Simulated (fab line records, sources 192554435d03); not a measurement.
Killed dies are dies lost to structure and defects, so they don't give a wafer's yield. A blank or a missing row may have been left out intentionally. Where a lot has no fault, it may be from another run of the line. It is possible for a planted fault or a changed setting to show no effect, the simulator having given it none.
Matching of chambers + flow n5 finfet + rie diel-01 running N5_BEOL_M0_SAQP_DESCUM_19: 4 sister chambers
The step chemistry O2, time 7.9 s. 4 wafers are shown with their chamber, then 7 later ones without.

EACH WAFER AND ITS CHAMBER
| wafer  | chamber | showerhead plenum p Torr (Torr) |
|--------|---------|---------------------------------|
| L985.5 | 3       | 2.15                            |
| L988.1 | 2       | 2.08                            |
| L988.2 | 1       | 2.06                            |
| L989.1 | 0       | 2.21                            |

WAFERS WITHOUT THEIR CHAMBER
| wafer  | showerhead plenum p Torr (Torr) |
|--------|---------------------------------|
| L989.2 | 2.05                            |
| L989.4 | 2.08                            |
| L992.1 | 2.15                            |
| L992.6 | 2.08                            |
| L994.1 | 2.21                            |
| L994.2 | 2.15                            |
| L994.5 | 2.08                            |

THE CHAMBER EACH PASSED THROUGH
| wafer  | from the rows above | in truth |
|--------|---------------------|----------|
| L989.2 | 1                   | 1        |
| L989.4 | 2                   | 2        |
| L992.1 | 3                   | 3        |
| L992.6 | 2                   | 2        |
| L994.1 | 0                   | 0        |
| L994.2 | 3                   | 3        |
| L994.5 | 2                   | 2        |
Correctly placed: 7 of 7. From these rows, 0 cannot be placed. Placed wrongly: 0.
How it was worked out, from the rows above alone: a wafer's distance from a chamber is the root of the sum, over the readings, of the square of ((its reading less the chamber's mean) divided by the reading's scatter). If the next closest chamber is less than 2 further off than the closest, the wafer can't be placed; otherwise it belongs to the closest. The mean given for a chamber averages the wafers shown for that chamber. The scatter (one wafer shown for each chamber): square how far every hidden wafer sits from the nearest shown wafer, average those squares and take the square root.
